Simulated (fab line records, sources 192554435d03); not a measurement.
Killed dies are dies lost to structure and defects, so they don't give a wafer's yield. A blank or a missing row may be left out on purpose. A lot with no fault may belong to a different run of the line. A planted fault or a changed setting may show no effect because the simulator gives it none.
fab line records	flow n5Finfet
record lots=10	wafers=28	lastDay=17
route steps=1938 shown BEOL_M14@1760 BEOL_M15@1779 PASSIVATION@1936
lots that met no fault: taken from a fault-free run of the same line
startH: start of the lot's first displayed wafer, in hours after the record's first day	waitH: hours elapsed since this lot's preceding step	" same as the row above	L1.1+2: one row covering several wafers at once	- no value, or no start was given	* or withheld: withheld	< > ~ a bound
route shown NAME@n: NAME is a module with steps in the file, n the number in the route of the first one	usual: mean/standard deviation taken from wafers without a fault	same: alike in all rows	chamber/n: place in a boat	sites: per-site readings	_std_site: the standard deviation of these	_edge_site: outer sites' mean less inner sites'	radiusMm: how far each site lies from the wafer's centre	mask NAME#n: copy n	behind: tool/chamber where the wafer was last shaped	hold: the reason the lot was held/the length of the hold in hours/how it ended	device: names the non-switching transistor (n, p or np)	end of line: tests of these same wafers at the route's end	for a step that has no rows: nothing shown but its recipe	killed: count of dies lost to structure and defects at first sort (not the wafer's yield)	map: dies across one wafer; x = killed, . = not, _ = none there
set.NAME: the setting as run; set.NAME@STEP: as run at that earlier step	model.NAME: the simulator's own value behind a step, which no gauge read
a sample of lots followed through the steps of the route, with each step as a table and each wafer as a row
services: a tool's chamber out of use, with start hour (startH, from the record's first day; less than 0 if before it), hours out, and reason
## steps
# step N5_BEOL_M14_DEGAS_41
# recipe ambient=vacuum	tempC=300	timeS=60
# usual heaterPowerW=453/42
lot.wafer	tool	chamber	startH	waitH	heaterPowerW
L179.1	pvdSputter-02	-	241.63	2.1	499
L179.2	"	-	"	"	463
L179.3	"	-	"	"	428
L180.2	pvdSputter-02	-	243.13	0.1	453
L180.3	"	-	"	"	487
L180.6	"	-	"	"	462
L181.2	pvdSputter-02	-	261.55	1.0	491
L181.5	"	-	"	"	478
L181.6	"	-	"	"	422
L189.1	pvdSputter-01	-	302.67	2.0	434
L189.2	"	-	"	"	500
L189.4	"	-	"	"	436
L190.1	pvdSputter-02	-	317.16	0.3	412
L190.4	"	-	"	"	448
L190.5	"	-	"	"	467
L192.4	pvdSputter-02	-	317.52	0.2	459
L192.5	"	-	"	"	468
L192.6	"	-	"	"	428
L193.2	pvdSputter-02	-	320.07	0.0	494
L193.4	"	-	"	"	469
L193.6	"	-	"	"	429
L195.4	pvdSputter-03	-	342.66	0.2	413
L195.6	"	-	"	"	364
L197.1	pvdSputter-03	-	353.48	0.1	359
L197.2	"	-	"	"	446
L202.3	pvdSputter-02	-	384.74	0.4	421
L202.4	"	-	"	"	464
L202.6	"	-	"	"	470
# step N5_BEOL_M14_CMP_49
# recipe stopOn=SiO2	tOverpolishS=5.2	downForcePsi=2	platenRpm=80	clearingPlatenDownForcePsi=2	clearingPlatenRpm=80	postCmpClean=cuAlkaline	targetThkNm=560	clearingPlatenPadVelocityMS=1.5917	padVelocityMS=1.5917
# usual barrierFieldEndpointS=11.3/0.31	clearingPlatenRpm=80.00/0.043	motorCurrentA=7.8/0.66	overpolishRunS=5.200/0.0086	platenRpm=80.00/0.051	timeToEndpointS=122/4.9
lot.wafer	tool	chamber	startH	waitH	barrierFieldEndpointS	clearingPlatenRpm	motorCurrentA	overpolishRunS	platenRpm	timeToEndpointS
L179.2	cmp-02	2	242.49	0.2	11.1	79.99	8.7	5.212	79.98	122
L179.1	"	0	"	"	11.4	80.04	8.3	5.201	79.99	131
L179.3	"	1	"	"	11.7	79.98	8.7	5.206	79.97	130
L180.2	cmp-03	2	244.54	0.2	11.4	80.01	8.7	5.213	79.99	124
L180.3	"	3	"	"	11.3	80.05	7.1	5.204	79.93	124
L180.6	"	2	"	"	11.4	80.01	8.6	5.208	79.95	122
L181.2	cmp-03	2	262.70	0.2	11.1	79.98	8.5	5.201	80.10	117
L181.5	"	1	"	"	11.4	79.97	8.2	5.201	79.94	121
L181.6	"	2	"	"	11.0	79.96	8.6	5.189	80.00	118
L189.1	cmp-03	0	303.55	0.3	10.8	80.06	8.1	5.192	79.94	115
L189.4	"	1	"	"	11.0	80.06	8.0	5.200	80.03	121
L189.2	"	2	"	"	10.6	79.97	8.6	5.214	80.11	111
L190.1	cmp-02	1	318.26	0.3	12.2	80.08	8.3	5.211	80.01	132
L190.4	"	2	"	"	11.9	80.02	8.9	5.201	80.05	129
L190.5	"	1	"	"	11.8	80.06	9.1	5.202	80.07	132
L192.4	cmp-01	0	318.57	0.2	11.6	79.96	7.2	5.197	80.04	123
L192.6	"	3	"	"	11.3	80.04	7.8	5.201	79.98	121
L192.5	"	0	"	"	11.3	80.00	7.0	5.200	80.02	122
L193.2	cmp-01	0	320.92	0.2	11.3	80.04	7.1	5.213	79.99	129
L193.4	"	1	"	"	11.4	79.95	6.8	5.201	80.03	130
L193.6	"	0	"	"	11.2	79.99	7.0	5.189	79.95	126
L195.4	cmp-02	1	343.51	0.1	11.5	80.01	8.3	5.206	80.00	127
L195.6	"	2	"	"	11.4	80.00	8.6	5.192	80.08	122
L197.1	cmp-03	2	354.59	0.3	10.9	79.95	8.4	5.191	80.02	116
L197.2	"	0	"	"	10.9	80.00	7.8	5.199	80.04	120
L202.4	cmp-02	3	385.64	0.2	11.3	80.06	8.0	5.201	79.95	120
L202.3	"	1	"	"	11.7	80.06	8.3	5.198	80.08	130
L202.6	"	3	"	"	11.3	80.06	7.7	5.206	79.85	122
# step N5_BEOL_M15_EXPOSE_07
# recipe maskId=V14	na=0.8	sourceShape=annular	sigmaInner=0.5	sigmaOuter=0.8	polarization=unpolarized	attpsmPhaseDeg=180	doseMj=41.25
# usual exposureDoseMJCm2=41.21/0.037
lot.wafer	tool	chamber	startH	waitH	mask	exposureDoseMJCm2
L179.1	krfScanner-02	0	243.36	-	V14#0	41.23
L179.2	"	0	"	"	V14#0	41.27
L179.3	"	0	"	"	V14#0	41.28
L180.2	krfScanner-02	0	245.37	-	V14#0	41.15
L180.3	"	0	"	"	V14#0	41.21
L180.6	"	0	"	"	V14#0	41.18
L181.2	krfScanner-02	0	263.54	-	V14#0	41.19
L181.5	"	0	"	"	V14#0	41.16
L181.6	"	0	"	"	V14#0	41.20
L189.1	krfScanner-02	0	304.38	-	V14#0	39.59
L189.2	"	0	"	"	V14#0	39.58
L189.4	"	0	"	"	V14#0	39.58
L190.1	krfScanner-02	0	319.13	-	V14#0	40.17
L190.4	"	0	"	"	V14#0	40.18
L190.5	"	0	"	"	V14#0	40.20
L192.4	krfScanner-01	0	319.54	-	V14#0	41.20
L192.5	"	0	"	"	V14#0	41.18
L192.6	"	0	"	"	V14#0	41.11
L193.2	krfScanner-01	0	321.79	-	V14#0	41.17
L193.4	"	0	"	"	V14#0	41.21
L193.6	"	0	"	"	V14#0	41.26
L195.4	krfScanner-01	0	344.52	-	V14#0	41.22
L195.6	"	0	"	"	V14#0	41.20
L197.1	krfScanner-01	0	355.69	-	V14#0	41.17
L197.2	"	0	"	"	V14#0	41.16
L202.3	krfScanner-01	0	386.61	-	V14#0	41.22
L202.4	"	0	"	"	V14#0	41.22
L202.6	"	0	"	"	V14#0	41.20
# step N5_BEOL_M15_CD_MEAS_10
# recipe targetCdNm=360	landingEnergyEv=500	detector=seInlens	polarity=opening
# usual cdNm=359.3/1.2
lot.wafer	tool	chamber	startH	waitH	cdNm
L179.1	cdSem-02	0	243.53	-	361.3
L179.2	"	0	"	"	359.7
L179.3	"	0	"	"	359.0
L180.2	cdSem-01	0	245.54	-	359.2
L180.3	"	0	"	"	358.7
L180.6	"	0	"	"	359.0
L181.2	cdSem-02	0	263.70	-	358.6
L181.5	"	0	"	"	359.3
L181.6	"	0	"	"	358.0
L189.1	cdSem-03	0	304.55	-	354.0
L189.2	"	0	"	"	355.0
L189.4	"	0	"	"	355.3
L190.1	cdSem-02	0	319.30	-	352.7
L190.4	"	0	"	"	352.8
L190.5	"	0	"	"	353.5
L192.4	cdSem-01	0	319.70	-	359.5
L192.5	"	0	"	"	359.0
L192.6	"	0	"	"	358.5
L193.2	cdSem-03	0	321.96	-	359.5
L193.4	"	0	"	"	357.1
L193.6	"	0	"	"	360.2
L195.4	cdSem-03	0	344.67	-	359.8
L195.6	"	0	"	"	359.4
L197.1	cdSem-03	0	355.87	-	358.2
L197.2	"	0	"	"	359.3
L202.3	cdSem-03	0	386.77	-	360.1
L202.4	"	0	"	"	358.6
L202.6	"	0	"	"	359.5
# step N5_BEOL_M15_INSPECT_12
# recipe mode=adi	inspectInstrument=macro
# usual rawDefectCount=2.1/1.4
lot.wafer	tool	chamber	startH	waitH	rawDefectCount
L179.1	defectInspect-01	-	243.59	0.0	1
L179.2	"	-	"	"	4
L179.3	"	-	"	"	3
L180.2	defectInspect-02	-	245.60	0.0	3
L180.3	"	-	"	"	0
L180.6	"	-	"	"	4
L181.2	defectInspect-01	-	263.76	0.0	3
L181.5	"	-	"	"	2
L181.6	"	-	"	"	3
L189.1	defectInspect-02	-	304.61	0.0	0
L189.2	"	-	"	"	2
L189.4	"	-	"	"	3
L190.1	defectInspect-01	-	319.36	0.0	2
L190.4	"	-	"	"	0
L190.5	"	-	"	"	2
L192.4	defectInspect-02	-	319.75	0.0	1
L192.5	"	-	"	"	2
L192.6	"	-	"	"	3
L193.2	defectInspect-01	-	322.02	0.0	2
L193.4	"	-	"	"	1
L193.6	"	-	"	"	1
L195.4	defectInspect-01	-	344.73	0.0	0
L195.6	"	-	"	"	3
L197.1	defectInspect-01	-	355.92	0.0	4
L197.2	"	-	"	"	1
L202.3	defectInspect-01	-	386.82	0.0	2
L202.4	"	-	"	"	2
L202.6	"	-	"	"	2
# step N5_BEOL_M15_CD_MEAS_17
# recipe targetCdNm=360	polarity=opening
# usual cdNm=360.3/1.5
lot.wafer	tool	chamber	startH	waitH	cdNm
L179.1	cdSem-01	-	244.12	0.0	363.0
L179.2	"	-	"	"	360.7
L179.3	"	-	"	"	360.6
L180.2	cdSem-03	-	246.13	0.0	360.4
L180.3	"	-	"	"	359.5
L180.6	"	-	"	"	360.1
L181.2	cdSem-02	-	264.29	0.0	359.9
L181.5	"	-	"	"	360.4
L181.6	"	-	"	"	360.7
L189.1	cdSem-03	-	305.14	0.0	354.8
L189.2	"	-	"	"	355.3
L189.4	"	-	"	"	355.6
L190.1	cdSem-02	-	319.89	0.0	355.1
L190.4	"	-	"	"	353.2
L190.5	"	-	"	"	356.4
L192.4	cdSem-02	-	320.30	0.0	360.9
L192.5	"	-	"	"	359.6
L192.6	"	-	"	"	359.5
L193.2	cdSem-03	-	322.55	0.0	359.5
L193.4	"	-	"	"	359.5
L193.6	"	-	"	"	360.6
L195.4	cdSem-03	-	345.51	0.0	359.3
L195.6	"	-	"	"	360.9
L197.1	cdSem-03	-	356.46	0.0	359.7
L197.2	"	-	"	"	358.6
L202.3	cdSem-03	-	387.65	0.0	359.1
L202.4	"	-	"	"	360.0
L202.6	"	-	"	"	357.9
# step N5_PASSIVATION_PROBE_49
# usual defectLimitedYield=91.1/1.4	killed_at_M0_to_M3=33/9.1	killed_at_M4_up=14/5.6	killedAtContacts=13/5.7	killedAtFrontEnd=42/12	killedAtOther=4/3	killedDies=105/16	killedOpen=69/11	killedShort=34/7.5	sort_bin_4_leakage=0.00/0.0072	sort_bin_5_function=5.2/0.91	sort_bin_6_memory=3.3/0.64	sort_bin_8_speed=0.0/0.37	sortNPass=1075/16	sortYieldPct=91.1/1.4
# same grossDies=1180	killedAtBackSide=0
lot.wafer	tool	chamber	startH	waitH	defectLimitedYield[%]	killed_at_M0_to_M3	killed_at_M4_up	killedAtContacts	killedAtFrontEnd	killedAtOther	killedDies	killedOpen	killedShort	sort_bin_4_leakage[%]	sort_bin_5_function[%]	sort_bin_6_memory[%]	sort_bin_8_speed[%]	sortNPass	sortYieldPct[%]
L180.2	prober-02	-	263.52	0.1	91.1	22	12	19	48	4	105	65	35	0	5.0	3.8	0	1075	91.1
L180.3	prober-02	-	263.57	0.1	91.3	27	6	17	48	5	103	62	40	0	5.7	2.5	0	1077	91.3
L180.6	prober-02	-	263.72	0.3	93.0	25	9	14	30	5	83	54	29	0	3.7	3.0	0	1097	93.0
L181.2	prober-02	-	281.85	0.1	90.8	31	15	31	26	5	108	73	33	0	5.6	3.5	0	1072	90.8
L181.5	prober-02	-	282.00	0.2	92.6	26	21	11	24	5	87	59	23	0	4.3	3.0	0	1093	92.6
L181.6	prober-02	-	282.05	0.3	92.0	25	24	11	29	5	94	64	30	0	4.8	2.9	0	1086	92.0
L189.1	prober-01	-	323.05	0.0	92.5	22	9	16	29	12	88	56	32	0	4.7	2.2	0	1092	92.5
L189.2	prober-01	-	323.10	0.1	94.0	16	12	8	32	3	71	40	30	0	3.4	2.3	0	1109	94.0
L189.4	prober-01	-	323.20	0.2	91.9	24	10	8	49	4	95	59	33	0	4.4	3.4	0	1085	91.9
L190.1	prober-01	-	340.73	0.0	90.8	24	21	9	53	2	109	80	28	0	4.7	4.2	0	1071	90.8
L190.4	prober-01	-	340.88	0.2	92.4	17	12	16	44	1	90	65	22	0	4.0	3.3	0	1090	92.4
L190.5	prober-01	-	340.93	0.2	91.0	26	12	10	54	4	106	72	32	0	4.9	3.8	0	1074	91.0
L193.2	prober-01	-	344.75	0.1	88.7	27	8	24	67	7	133	87	45	0	6.7	4.1	0.1	1046	88.6
L193.4	prober-01	-	344.85	0.2	90.2	31	7	32	44	2	116	90	25	0	6.0	3.6	0	1064	90.2
L193.6	prober-01	-	344.95	0.3	88.7	24	17	28	62	2	133	95	37	0	7.1	3.8	0	1047	88.7
L195.4	prober-02	-	362.59	0.2	91.2	27	8	11	56	2	104	64	40	0	4.7	3.7	0	1076	91.2
L195.6	prober-02	-	362.69	0.3	89.2	49	16	18	40	5	128	90	38	0	6.6	4.0	0	1052	89.2
L202.3	prober-01	-	410.74	0.1	89.2	23	13	17	65	10	128	79	42	0	6.4	3.9	0	1052	89.2
L202.4	prober-01	-	410.79	0.2	90.7	31	8	17	48	6	110	67	39	0	5.1	3.6	0	1070	90.7
L202.6	prober-01	-	410.89	0.3	91.0	31	9	12	50	4	106	65	37	0	4.9	3.8	0	1074	91.0
# killed by level:class
L180.2 FIN_SAQP:geometricParticle:open=15 MOL_CONTACT_COAG:geometricParticle:open=15 FIN_SAQP:geometricParticle:short=9 BEOL_M0_SAQP:geometricParticle:short=6 STI_FIN_REVEAL:geometricParticle:open=5 BEOL_M0_SAQP:geometricParticle:open=4 BEOL_M1:geometricParticle:open=4 STI_FIN_REVEAL:geometricParticle:short=3
L180.3 MOL_CONTACT_COAG:geometricParticle:open=13 FIN_SAQP:geometricParticle:open=11 BEOL_M0_SAQP:geometricParticle:open=11 GATE_CUT:geometricParticle:short=10 FIN_SAQP:geometricParticle:short=8 BEOL_M0_SAQP:geometricParticle:short=6 GATE_CUT:geometricParticle:open=5 STI_FIN_REVEAL:geometricParticle:open=5
L180.6 MOL_CONTACT_COAG:geometricParticle:open=13 FIN_SAQP:geometricParticle:open=8 BEOL_M0_SAQP:geometricParticle:open=7 FIN_SAQP:geometricParticle:short=5 GATE_CUT:geometricParticle:short=5 BEOL_M0_SAQP:geometricParticle:short=4 BEOL_M2:geometricParticle:short=4 BEOL_M2:geometricParticle:open=4
L181.2 MOL_CONTACT_COAG:geometricParticle:open=23 BEOL_M3:geometricParticle:open=8 MOL_CONTACT_COAG:geometricParticle:short=7 BEOL_M2:geometricParticle:open=6 BEOL_M5:geometricParticle:open=6 GATE_CUT:geometricParticle:short=5 BEOL_M0_SAQP:geometricParticle:open=5 BEOL_M4:geometricParticle:open=4
L181.5 BEOL_M4:geometricParticle:open=11 MOL_CONTACT_COAG:geometricParticle:open=10 BEOL_M3:geometricParticle:open=10 FIN_SAQP:geometricParticle:short=5 FIN_SAQP:geometricParticle:open=4 GATE_CUT:geometricParticle:short=4 BEOL_M1:geometricParticle:open=4 BEOL_M3:geometricParticle:short=3
L181.6 BEOL_M3:geometricParticle:open=14 MOL_CONTACT_COAG:geometricParticle:open=10 FIN_SAQP:geometricParticle:short=5 GATE_CUT:geometricParticle:short=5 BEOL_M2:geometricParticle:open=5 BEOL_M4:geometricParticle:short=5 STARTING-WAFER:geometricParticle:open=5 FIN_SAQP:geometricParticle:open=4
L189.1 MOL_CONTACT_COAG:geometricParticle:open=14 FIN_SAQP:geometricParticle:short=9 STI_FIN_REVEAL:geometricParticle:open=9 GATE_CUT:geometricParticle:short=5 BEOL_M2:geometricParticle:open=5 BEOL_M3:geometricParticle:open=5 PASS1_DEP:geometricParticle:open=5 PASS1_DEP:geometricParticle:short=5
L189.2 FIN_SAQP:geometricParticle:short=9 MOL_CONTACT_COAG:geometricParticle:open=6 BEOL_M4:geometricParticle:open=6 GATE_CUT:geometricParticle:short=4 BEOL_M0_SAQP:geometricParticle:short=4 BEOL_M2:geometricParticle:open=4 FIN_SAQP:geometricParticle:open=3 BEOL_M0_SAQP:geometricParticle:open=3
L189.4 STI_FIN_REVEAL:geometricParticle:open=14 FIN_SAQP:geometricParticle:short=12 BEOL_M3:geometricParticle:open=8 MOL_CONTACT_COAG:geometricParticle:open=7 GATE_CUT:geometricParticle:short=5 BEOL_M2:geometricParticle:open=5 BEOL_M4:geometricParticle:open=5 FIN_SAQP:geometricParticle:open=4
L190.1 FIN_SAQP:geometricParticle:open=15 BEOL_M4:geometricParticle:open=11 BEOL_M3:geometricParticle:open=10 STI_FIN_REVEAL:geometricParticle:open=9 GATE_CUT:geometricParticle:open=7 MOL_CONTACT_COAG:geometricParticle:open=7 FIN_SAQP:geometricParticle:short=5 DUMMY_GATE:geometricParticle:open=5
L190.4 MOL_CONTACT_COAG:geometricParticle:open=13 FIN_SAQP:geometricParticle:open=12 STI_FIN_REVEAL:geometricParticle:open=12 BEOL_M3:geometricParticle:open=5 FIN_SAQP:geometricParticle:short=4 BEOL_M1:geometricParticle:open=4 BEOL_M1:geometricParticle:short=4 STI_FIN_REVEAL:geometricParticle:short=3
L190.5 STI_FIN_REVEAL:geometricParticle:open=15 FIN_SAQP:geometricParticle:short=9 MOL_CONTACT_COAG:geometricParticle:open=9 BEOL_M3:geometricParticle:open=8 FIN_SAQP:geometricParticle:open=7 STI_FIN_REVEAL:geometricParticle:short=6 BEOL_M1:geometricParticle:open=6 BEOL_M4:geometricParticle:open=5
L193.2 STI_FIN_REVEAL:geometricParticle:open=22 MOL_CONTACT_COAG:geometricParticle:open=17 FIN_SAQP:geometricParticle:open=15 BEOL_M3:geometricParticle:open=12 STI_FIN_REVEAL:geometricParticle:short=8 MOL_CONTACT_COAG:geometricParticle:short=7 FIN_SAQP:geometricParticle:short=6 GATE_CUT:geometricParticle:short=5
L193.4 MOL_CONTACT_COAG:geometricParticle:open=23 STI_FIN_REVEAL:geometricParticle:open=17 BEOL_M3:geometricParticle:open=15 FIN_SAQP:geometricParticle:open=10 MOL_CONTACT_COAG:geometricParticle:short=8 DUMMY_GATE:geometricParticle:open=5 BEOL_M0_SAQP:geometricParticle:short=5 BEOL_M4:geometricParticle:open=5
L193.6 STI_FIN_REVEAL:geometricParticle:open=23 MOL_CONTACT_COAG:geometricParticle:open=20 FIN_SAQP:geometricParticle:short=13 BEOL_M4:geometricParticle:open=10 FIN_SAQP:geometricParticle:open=9 MOL_CONTACT_COAG:geometricParticle:short=8 BEOL_M3:geometricParticle:open=7 BEOL_M0_SAQP:geometricParticle:open=7
L195.4 FIN_SAQP:geometricParticle:open=12 FIN_SAQP:geometricParticle:short=12 MOL_CONTACT_COAG:geometricParticle:open=9 DUMMY_GATE:geometricParticle:open=6 BEOL_M1:geometricParticle:open=6 STI_FIN_REVEAL:geometricParticle:open=5 BEOL_M0_SAQP:geometricParticle:open=4 STARTING-WAFER:geometricParticle:open=4
L195.6 BEOL_M2:geometricParticle:open=19 MOL_CONTACT_COAG:geometricParticle:open=14 BEOL_M4:geometricParticle:open=10 GATE_CUT:geometricParticle:short=8 BEOL_M0_SAQP:geometricParticle:open=8 BEOL_M3:geometricParticle:open=8 FIN_SAQP:geometricParticle:open=6 BEOL_M2:geometricParticle:short=6
L202.3 STI_FIN_REVEAL:geometricParticle:open=17 FIN_SAQP:geometricParticle:short=16 FIN_SAQP:geometricParticle:open=13 MOL_CONTACT_COAG:geometricParticle:open=13 BEOL_M4:geometricParticle:open=7 MIM_TOP:geometricParticle:open=5 STI_FIN_REVEAL:geometricParticle:short=4 BEOL_M3:geometricParticle:open=4
L202.4 MOL_CONTACT_COAG:geometricParticle:open=12 FIN_SAQP:geometricParticle:open=10 FIN_SAQP:geometricParticle:short=9 STI_FIN_REVEAL:geometricParticle:open=9 BEOL_M0_SAQP:geometricParticle:open=6 BEOL_M2:geometricParticle:short=5 ILD0:geometricParticle:short=5 BEOL_M1:geometricParticle:open=5
L202.6 FIN_SAQP:geometricParticle:open=14 FIN_SAQP:geometricParticle:short=12 MOL_CONTACT_COAG:geometricParticle:open=10 BEOL_M1:geometricParticle:open=8 BEOL_M2:geometricParticle:open=6 STI_FIN_REVEAL:geometricParticle:open=5 STI_FIN_REVEAL:geometricParticle:short=4 BEOL_M4:geometricParticle:open=4
## services
tool	chamber	startH	hours	kind
cmp-02	-	220.16	4.0	pm
krfScanner-01	-	223.28	4.0	pm
krfScanner-01	-	234.57	0.8	pm
cmp-01	-	238.83	2.8	repair
krfScanner-01	-	241.14	30.8	repair
cmp-02	-	243.49	2.6	repair
cmp-03	-	250.71	4.4	repair
krfScanner-02	-	271.90	1.3	pm
krfScanner-01	-	273.20	1.0	pm
cmp-03	-	282.92	4.9	pm
cmp-02	-	306.34	4.8	pm
cmp-01	-	309.04	0.5	repair
krfScanner-02	-	314.32	0.8	pm
cmp-02	-	323.75	10.4	pm
krfScanner-01	-	333.71	1.3	pm
cmp-01	-	338.13	4.4	repair
krfScanner-01	-	338.26	3.8	repair
krfScanner-02	-	344.09	0.4	repair
cmp-03	-	348.60	4.6	pm
krfScanner-02	-	360.11	1.2	repair
pvdSputter-01	-	369.52	1.8	repair
pvdSputter-01	-	371.87	3.5	repair
krfScanner-02	-	379.18	1.0	pm
cmp-01	-	386.32	6.0	pm
## key
firstSign step=N5_BEOL_M15_EXPOSE_07	reading=exposureDoseMJCm2	direction=down	sigmas=35	usual=41.21	struck=39.88
effect step=N5_BEOL_M15_CD_MEAS_10	reading=cdNm	direction=down	sigmas=4.4	usual=359.3	struck=353.9	through=controlLoop
effect step=N5_BEOL_M15_CD_MEAS_17	reading=cdNm	direction=down	sigmas=3.6	usual=360.3	struck=355.1	through=controlLoop
metAt N5_BEOL_M15_EXPOSE_07
struckLots L189,L190
loopTrim step=N5_BEOL_M15_EXPOSE_07	setting=dose	lots=L190
notActingAt N5_BEOL_M14_DEGAS_41,N5_BEOL_M14_CMP_49,N5_BEOL_M15_INSPECT_12
onsetBetween 263.54 304.38
fault kind=processParameterDrift	tool=krfScanner-02	chamber=-	onsetH=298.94	steps=N5_BEOL_M15_EXPOSE_07	channel=doseMj	offset=-1.629	shape=step	actsIn=theseRecipesOnly	stated=41.25
# loopTrim: a control loop set the setting to another value than it would have without faults
